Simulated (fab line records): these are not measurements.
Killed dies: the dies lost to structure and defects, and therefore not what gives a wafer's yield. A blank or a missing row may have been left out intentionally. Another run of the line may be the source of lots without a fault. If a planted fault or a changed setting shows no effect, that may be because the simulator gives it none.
Chamber matching / flow nand-harc / 3 sister chambers for NHARC_A_CONTACT_DEP_29 on pecvd-02
The step deposits SiON, target thk 70 nm. 3 wafers are shown with their chamber, then 6 later ones without.

== WAFERS PAIRED WITH THEIR CHAMBERS ==
wafer=L125.1; chamber=2; heater-power-w (W)=652
wafer=L130.2; chamber=1; heater-power-w (W)=818
wafer=L130.3; chamber=0; heater-power-w (W)=679

== WAFERS WHOSE CHAMBER IS MISSING ==
wafer=L137.1; heater-power-w (W)=689
wafer=L137.2; heater-power-w (W)=688
wafer=L137.3; heater-power-w (W)=767
wafer=L141.1; heater-power-w (W)=717
wafer=L141.4; heater-power-w (W)=578
wafer=L141.5; heater-power-w (W)=582

== CHAMBER TAKEN BY EACH ==
wafer=L137.1; from the rows above=can't be placed: 0 or 2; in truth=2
wafer=L137.2; from the rows above=can't be placed: 0 or 2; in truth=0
wafer=L137.3; from the rows above=can't be placed: 1 or 0 or 2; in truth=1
wafer=L141.1; from the rows above=can't be placed: 0 or 2 or 1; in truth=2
wafer=L141.4; from the rows above=can't be placed: 2 or 0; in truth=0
wafer=L141.5; from the rows above=can't be placed: 2 or 0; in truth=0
Correct placement for 0 of the 6. These rows do not allow placing 6 (true chamber among the candidates in 6). Wrongly placed: 0.
How it was worked out, from the rows above alone: a wafer's distance from a chamber is the root of the sum, over the readings, of the square of ((its reading less the chamber's mean) divided by the reading's scatter). The wafer belongs to the nearest chamber; if the next one is less than 2 further off, it can't be placed. Each chamber's mean is taken over the wafers shown for it. The scatter: with one shown wafer a chamber, the root of the mean of the squares of how far each hidden wafer lies from its nearest shown one.
